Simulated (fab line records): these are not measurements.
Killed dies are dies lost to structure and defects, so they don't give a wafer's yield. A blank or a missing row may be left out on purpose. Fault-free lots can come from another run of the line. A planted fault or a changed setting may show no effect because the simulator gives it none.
fab line records | flow n5Finfet
record lots=7 wafers=21 lastDay=18
route steps=1938 shown BEOL_M11@1584
lots that met no fault: taken from a fault-free run of the same line
startH: the number of hours between the record's first day and the start of the first shown wafer of the lot | waitH: how many hours have passed since the lot's step before this one | " repeats the value in the row above | L1.1+2: a row that stands for several wafers | - value missing, or start not given | * or withheld: withheld | < > ~ a bound
route shown NAME@n: names a module that has steps shown in the file, with the first one's number in the route | usual: mean and standard deviation over wafers with no fault | same: alike in all rows | chamber/n: place in a boat | sites: readings site by site | _std_site: standard deviation of those values | _edge_site: mean of outer sites minus mean of inner sites | radiusMm: for every site, how far away it sits from the centre of the wafer | mask NAME#n: copy n | behind: the tool/chamber that last shaped the wafer | hold: the reason the lot was held/the length of the hold in hours/how it ended | device: whichever transistor did not switch (one of n, p or np) | end of line: the same wafers' tests at the end of the route | a step with no rows: only its recipe | killed: count of dies lost to structure and defects at first sort (not the wafer's yield) | map: dies across one wafer; x = killed, . = not, _ = none there
set.NAME: the setting the step ran with; set.NAME@STEP: the setting that earlier step ran with | model.NAME: the simulator's own value behind a step, which no gauge read
lots at some steps of the route; a table a step, a row a wafer
services: when a tool's chamber went out of use (startH, in hours from the record's first day, below 0 if earlier), for how many hours, and the reason
## steps
# step N5_BEOL_M11_PRECLEAN_42
# recipe chemistry=residueRemover timeS=60 tempC=40
# step N5_BEOL_M11_SRD_43
# recipe timeS=30 tempC=23 rinseLiquid=diw dry=ipaMarangoni
# step N5_BEOL_M11_CD_MEAS_35
# recipe targetCdNm=70 polarity=opening
# usual cdNm=69.9/0.72
# columns lot.wafer tool chamber startH waitH cdNm
L192.1 cdSem-02 - 222.04 0.0 68.7
L192.5 " - " " 69.2
L192.6 " - " " 70.0
L195.4 cdSem-03 - 251.84 0.0 69.7
L195.5 " - " " 69.1
L195.6 " - " " 69.6
L199.4 cdSem-02 - 272.24 0.0 69.7
L199.5 " - " " 70.1
L199.6 " - " " 68.3
L200.2 cdSem-02 - 286.05 0.0 69.7
L200.4 " - " " 68.9
L200.5 " - " " 69.1
L202.1 cdSem-01 - 300.09 0.0 70.4
L202.2 " - " " 70.1
L202.4 " - " " 69.3
L213.1 cdSem-02 - 355.10 0.0 69.6
L213.4 " - " " 69.1
L213.6 " - " " 69.1
L214.1 cdSem-02 - 375.83 0.0 69.6
L214.3 " - " " 69.4
L214.5 " - " " 70.4
# step N5_BEOL_M11_CURE_72
# recipe tempC=370 timeS=120 ambient=DMADMS/He material=SiCOH_lowk
# step N5_BEOL_M11_DEGAS_44
# recipe ambient=vacuum tempC=250 timeS=60
# usual heaterPowerW=336/44
# same timeS=60
# columns lot.wafer tool chamber startH waitH heaterPowerW
L192.1 pvdSputter-02 - 222.53 0.4 285
L192.5 " - " " 390
L192.6 " - " " 322
L195.4 pvdSputter-03 - 252.52 0.2 275
L195.5 " - " " 383
L195.6 " - " " 364
L199.4 pvdSputter-01 - 272.60 0.1 326
L199.5 " - " " 330
L199.6 " - " " 389
L200.2 pvdSputter-02 - 286.58 0.4 392
L200.4 " - " " 287
L200.5 " - " " 313
L202.1 pvdSputter-03 - 300.68 0.5 270
L202.2 " - " " 374
L202.4 " - " " 322
L213.1 pvdSputter-03 - 355.59 0.4 327
L213.4 " - " " 277
L213.6 " - " " 267
L214.1 pvdSputter-01 - 376.19 0.3 293
L214.3 " - " " 327
L214.5 " - " " 320
# step N5_BEOL_M11_PRE_CLEAN_45
# recipe gas=H2/He timeS=30 tempC=250
# usual heaterPowerW=335/44
# same timeS=30
# columns lot.wafer tool chamber startH waitH heaterPowerW
L192.1 pvdSputter-02 - 222.57 0.0 283
L192.5 " - " " 397
L192.6 " - " " 317
L195.4 pvdSputter-03 - 252.56 0.0 277
L195.5 " - " " 384
L195.6 " - " " 369
L199.4 pvdSputter-01 - 272.64 0.0 323
L199.5 " - " " 331
L199.6 " - " " 395
L200.2 pvdSputter-02 - 286.62 0.0 384
L200.4 " - " " 282
L200.5 " - " " 319
L202.1 pvdSputter-03 - 300.72 0.0 273
L202.2 " - " " 361
L202.4 " - " " 331
L213.1 pvdSputter-03 - 355.63 0.0 320
L213.4 " - " " 271
L213.6 " - " " 270
L214.1 pvdSputter-01 - 376.23 0.0 284
L214.3 " - " " 328
L214.5 " - " " 319
# step N5_BEOL_M11_ALD_74
# recipe material=TaN targetThkA=20 tempC=275 aldPrecursorFamily=PDMAT aldCoReactant=NH3 pressureTorr=3 carrierFlowSccm=1500 pulseTimeS=2 purgeTimeS=3 coReactantPurgeTimeS=2 coReactantPulseTimeS=3 aldCycles=40 precursorVesselTempC=75 precursorVesselPressureTorr=26.25 precursorVesselCarrierSccm=1000
# usual chamberPressureTorr=3.000/0.0068 heaterPowerOuterW=228/23 heaterPowerW=416/46 precursorVesselTempC=74.99/0.12
# columns lot.wafer tool chamber startH waitH chamberPressureTorr heaterPowerOuterW heaterPowerW precursorVesselTempC
L192.1 aldMetal-04 1 222.63 0.0 2.998 275 489 74.96
L192.5 " 2 " " 3.007 246 425 74.92
L192.6 " 1 " " 2.997 274 509 75.05
L195.4 aldMetal-01 1 252.65 0.1 2.997 238 471 75.08
L195.5 " 0 " " 3.008 190 359 75.01
L195.6 " 3 " " 2.994 219 431 74.83
L199.4 aldMetal-04 1 272.78 0.1 3.002 262 504 75.16
L199.5 " 3 " " 2.998 235 443 74.91
L199.6 " 2 " " 2.995 246 422 75.24
L200.2 aldMetal-01 1 286.70 0.1 2.989 243 474 74.94
L200.4 " 2 " " 3.005 272 502 75.03
L200.5 " 3 " " 3.000 212 449 74.87
L202.1 aldMetal-03 0 300.79 0.1 3.004 209 399 74.95
L202.2 " 2 " " 3.003 225 374 74.80
L202.4 " 1 " " 3.006 248 443 75.14
L213.1 aldMetal-04 2 355.69 0.0 2.997 242 423 75.12
L213.4 " 0 " " 2.993 205 378 74.95
L213.6 " 2 " " 2.998 241 410 74.99
L214.1 aldMetal-03 2 376.29 0.0 3.001 220 391 74.72
L214.3 " 0 " " 2.994 209 395 74.86
L214.5 " 0 " " 3.005 210 394 74.82
# step N5_BEOL_M11_SURFACE_TREAT_76
# recipe gas=Ar timeS=* ionEnergyEv=* ionCurrentMaCm2=0.5 pressureMtorr=* arFlowSccm=30
# usual throttleValvePct=*
# same timeS=*
# columns lot.wafer tool chamber startH waitH throttleValvePct
L192.1 pvdSputter-02 - 223.09 0.3 *
L192.5 " - " " *
L192.6 " - " " *
L195.4 pvdSputter-03 - 253.31 0.5 *
L195.5 " - " " *
L195.6 " - " " *
L199.4 pvdSputter-01 - 274.83 1.9 *
L199.5 " - " " *
L199.6 " - " " *
L200.2 pvdSputter-02 - 287.02 0.2 *
L200.4 " - " " *
L200.5 " - " " *
L202.1 pvdSputter-03 - 301.16 0.2 *
L202.2 " - " " *
L202.4 " - " " *
L213.1 pvdSputter-01 - 356.25 0.4 *
L213.4 " - " " *
L213.6 " - " " *
L214.1 pvdSputter-03 - 376.60 0.2 *
L214.3 " - " " *
L214.5 " - " " *
# step N5_BEOL_M11_CVD_75
# recipe material=Co targetThkA=20 tempC=withheld precursor=CCTBA/H2 pressureTorr=30 timeS=138.9
# step N5_BEOL_M11_SPUTTER_48
# recipe material=Cu targetThkA=120 tempC=-20 biasV=60 powerW=26000 chamberPressurePa=0.13 timeS=2
# step N5_BEOL_M11_ECD_50
# recipe material=Cu targetThkA=3180
# step N5_BEOL_M11_ANNEAL_51
# recipe tempC=225 timeS=90 ambient=N2
# usual wafer_temp_C_max=225.72/0.22
# same timeS=90
# columns lot.wafer tool chamber startH waitH wafer_temp_C_max
L192.1 rtpAnneal-02 0 224.15 0.1 225.96
L192.5 " 0 " " 225.60
L192.6 " 0 " " 225.88
L195.4 rtpAnneal-01 0 254.20 0.5 226.12
L195.5 " 0 " " 225.87
L195.6 " 0 " " 225.91
L199.4 rtpAnneal-02 0 275.43 0.2 225.55
L199.5 " 0 " " 225.81
L199.6 " 0 " " 225.58
L200.2 rtpAnneal-02 0 287.93 0.5 225.65
L200.4 " 0 " " 225.65
L200.5 " 0 " " 225.74
L202.1 rtpAnneal-02 0 301.73 0.2 226.21
L202.2 " 0 " " 226.18
L202.4 " 0 " " 226.13
L213.1 rtpAnneal-02 0 357.07 0.4 225.84
L213.4 " 0 " " 225.66
L213.6 " 0 " " 225.74
L214.1 rtpAnneal-02 0 377.14 0.1 225.65
L214.3 " 0 " " 225.55
L214.5 " 0 " " 225.73
# step N5_BEOL_M11_CMP_52
# recipe stopOn=SiCOH_lowk tOverpolishS=7 downForcePsi=1 platenRpm=50 clearingPlatenDownForcePsi=1.5 clearingPlatenRpm=50 postCmpClean=cuAlkaline targetThkNm=140 clearingPlatenPadVelocityMS=0.99484 padVelocityMS=0.99484
# usual barrierFieldEndpointS=28.5/0.73 motorCurrentA=6.0/0.56 overpolishRunS=6.999/0.0097 slurryFilterDpKPa=13.51/0.13 timeToEndpointS=65/3.4
# same tOverpolishS=7
# columns lot.wafer tool chamber startH waitH barrierFieldEndpointS motorCurrentA overpolishRunS slurryFilterDpKPa timeToEndpointS
L192.1 cmp-02 0 224.48 0.3 28.0 5.2 7.007 13.50 64
L192.5 " 0 " " 27.8 5.2 7.012 13.60 65
L192.6 " 1 " " 28.6 6.6 7.007 13.41 66
L195.4 cmp-02 1 254.44 0.2 28.7 6.4 6.992 13.38 66
L195.5 " 3 " " 27.9 5.9 6.996 13.53 62
L195.6 " 0 " " 28.1 5.2 7.004 13.53 66
L199.4 cmp-02 1 275.59 0.1 15.2 6.3 6.994 13.85 32
L199.6 " 1 " " 28.1 6.0 6.989 13.38 63
L199.5 " 2 " " 27.3 6.0 6.982 13.51 61
L200.2 cmp-02 2 288.27 0.3 28.5 5.9 7.010 13.59 63
L200.4 " 3 " " 16.2 6.2 7.010 13.45 35
L200.5 " 1 " " 29.3 6.2 6.988 13.46 65
L202.2 cmp-02 1 302.07 0.2 28.6 5.8 6.988 13.71 66
L202.1 " 2 " " 28.8 5.8 7.012 13.26 61
L202.4 " 3 " " 15.9 5.8 7.021 13.54 34
L213.1 cmp-02 3 357.41 0.3 28.1 5.7 7.004 13.61 65
L213.4 " 1 " " 29.3 5.9 7.006 13.36 68
L213.6 " 3 " " 28.6 5.9 7.008 13.47 63
L214.3 cmp-03 0 377.47 0.2 28.2 6.3 6.979 13.61 61
L214.1 " 1 " " 28.4 5.8 7.005 13.62 62
L214.5 " 3 " " 28.7 6.3 7.006 13.58 60
## services
# columns tool chamber startH hours kind
cmp-02 - 199.17 2.7 repair
aldMetal-01 - 202.97 0.9 repair
cmp-03 - 222.36 9.7 pm
rtpAnneal-02 - 226.70 4.6 pm
cmp-03 - 234.65 6.3 repair
aldMetal-03 - 234.85 8.7 pm
cmp-03 - 242.27 2.7 repair
cmp-02 - 243.57 6.4 pm
aldMetal-03 0 250.12 27.4 repair
pvdSputter-01 - 265.37 5.6 repair
cmp-02 - 280.02 0.6 repair
cmp-03 - 294.90 1.3 repair
cmp-03 - 320.45 4.0 pm
cmp-02 - 320.82 2.2 repair
cmp-03 - 327.85 5.0 pm
cmp-02 - 330.30 0.2 repair
cmp-03 - 332.90 6.2 pm
aldMetal-04 - 337.25 14.0 pm
pvdSputter-02 - 350.92 15.4 repair
cmp-02 - 358.86 1.4 repair
pvdSputter-01 - 363.81 5.6 repair
cmp-02 - 363.82 4.3 repair
pvdSputter-02 - 366.68 18.9 repair
cmp-03 - 371.52 0.7 repair
## key
firstSign step=N5_BEOL_M11_CMP_52 reading=barrierFieldEndpointS direction=down sigmas=17 usual=28.5 struck=15.8
effect step=N5_BEOL_M11_CMP_52 reading=timeToEndpointS direction=down sigmas=9.3 usual=* struck=*
metAt N5_BEOL_M11_CMP_52
struckWafers L199.4,L200.4,L202.4
baselineLoss step=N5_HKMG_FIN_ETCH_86 wafers=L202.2
onsetBetween 254.44 275.59
fault kind=processParameterDrift tool=cmp-02 chamber=- onsetH=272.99 steps=N5_BEOL_M11_CMP_52 channel=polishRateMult offset=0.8 shape=step endH=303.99 scope=struckWafersOnly
# baselineLoss: these wafers lose ten dies or more at that step, a loss of the line's own and not of a fault; the sort's usual values leave them out
